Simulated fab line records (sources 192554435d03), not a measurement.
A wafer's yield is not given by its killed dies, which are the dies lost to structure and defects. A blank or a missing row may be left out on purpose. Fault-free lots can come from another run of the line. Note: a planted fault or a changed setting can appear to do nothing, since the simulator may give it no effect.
Matching of chambers ; flow n5Finfet ; 4 sister chambers for N5_BEOL_M0_SAQP_ALD_48 on aldSin-03
The step deposits SiO2, target thk 20 nm, pulse time 1 s, co reactant pulse time 1 s. 16 wafers are shown with their chamber, then 8 later ones without.

WAFERS, EACH WITH ITS CHAMBER
wafer;chamber;heaterPowerW (W);chamberPressureTorr (Torr);precursorPulseHeightRel
L076.1;0;96;1.995;0.994
L076.3;2;78;1.992;0.988
L076.6;0;96;2.003;1.000
L078.2;0;97;1.999;0.989
L078.3;3;66;2.007;1.000
L078.5;3;68;2.005;1.004
L084.3;1;84;1.995;0.998
L084.4;2;78;2.004;1.012
L084.6;0;98;1.996;1.014
L087.2;2;76;2.001;1.006
L087.5;1;79;1.998;0.956
L087.6;2;76;1.999;0.950
L093.3;0;94;2.005;0.987
L093.5;0;97;2.003;1.024
L093.6;3;69;1.999;0.974
L095.2;2;77;2.005;0.985

SIGNATURES (averages over the wafers above)
reading;chamber 0;chamber 1;chamber 2;chamber 3;scatter within a chamber
heaterPowerW;96.33;81.50;77.00;67.67;1.59
chamberPressureTorr;2.00017;1.99650;2.00020;2.00367;0.00439
precursorPulseHeightRel;1.00133;0.97700;0.98820;0.99267;0.0201
Rule: for a wafer and a chamber, the distance is found by dividing, reading by reading, the gap between the wafer's reading and the chamber's mean by the reading's scatter, squaring, summing and taking the root. If the next closest chamber is less than 2 further off than the closest, the wafer can't be placed; otherwise it belongs to the closest. How the scatter is found: for the shown wafers, subtract from each reading the mean of its chamber, square and add these, divide the total by (wafers less chambers), then take the root.

WAFERS WITH NO CHAMBER GIVEN
wafer;heaterPowerW (W);chamberPressureTorr (Torr);precursorPulseHeightRel
L095.5;76;2.012;0.965
L095.6;69;2.001;0.991
L096.4;83;1.996;1.006
L096.5;98;2.005;1.016
L096.6;80;2.002;0.985
L097.2;67;1.997;1.001
L097.3;76;2.002;1.005
L097.6;78;1.994;0.992

WHICH CHAMBER EACH ONE RAN IN
wafer;from the rows above;in truth
L095.5;can't be placed: 2 or 1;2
L095.6;3;3
L096.4;1;1
L096.5;0;0
L096.6;can't be placed: 1 or 2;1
L097.2;3;3
L097.3;2;2
L097.6;can't be placed: 2 or 1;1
5 of 8 placed correctly. Unplaceable from these rows: 3, with the true chamber sitting among the candidates in 3. Wrongly placed: 0.
